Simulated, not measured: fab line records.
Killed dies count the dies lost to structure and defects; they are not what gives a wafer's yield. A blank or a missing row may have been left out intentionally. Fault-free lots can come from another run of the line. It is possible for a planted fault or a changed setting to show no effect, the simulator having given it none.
A single fault, viewed from 2 desks ; flow n5_finfet ; numbers are kept per desk, each desk with only its own; the story behind them comes last

== FROM THE METROLOGY DESK ==
Lot by lot, what the gauges showed, no matter which tool ran the lot: averages of those sampled wafers that carry a number. If a lot's mean is further than 4 standard deviations from the usual mean, the lot is out of limits and carries the mark OUT (the distance appears in the brackets).
Columns: A = M14_THK at N5_BEOL_M14_THK_MEAS_50, usual 563 nm; B = M14_RS at N5_BEOL_M14_RS_MEAS_54, usual 0.0339 ohm/sq
lot;first seen here;A;B
L594;day 12 07:17;560;0.0338
L597;day 13 05:46;566;0.0338
L606;day 15 00:53;566;0.0336
L607;day 15 05:58;561;0.0342
L608;day 16 01:23;561;0.0344
L614;day 17 18:24;565;0.0343
This desk's verdict: no lot among the 6 shows anything out of limits.

== THE TOOL OWNER'S DESK: pecvd-03 ==
The tool's own readings at N5_BEOL_M14_DEP_53 (deposits SiCN from 3MS/NH3, target thk 50 nm, time 17.8 s): means of the sampled wafers that have a number, for each lot that ran on this tool. If a lot's mean is further than 4 standard deviations from the usual mean, the lot is out of limits and carries the mark OUT (the distance appears in the brackets).
Columns: A = showerhead_plenum_p_Torr at N5_BEOL_M14_DEP_53, usual 4.171 Torr; B = throttle_valve_pct at N5_BEOL_M14_DEP_53, usual 17.5 %
lot;first seen here;A;B
L594;day 12 07:22;4.177;18.0
L606;day 15 00:58;4.180;17.5
L608;day 16 01:27;4.181;18.0
This desk's verdict: no lot among the 3 shows anything out of limits.

== TAKEN TOGETHER ==
Metrology desk: nothing out of limits seen.
The desk of the tool owner found nothing out of limits.

== WHAT THE SIMULATOR HAD INSERTED ==
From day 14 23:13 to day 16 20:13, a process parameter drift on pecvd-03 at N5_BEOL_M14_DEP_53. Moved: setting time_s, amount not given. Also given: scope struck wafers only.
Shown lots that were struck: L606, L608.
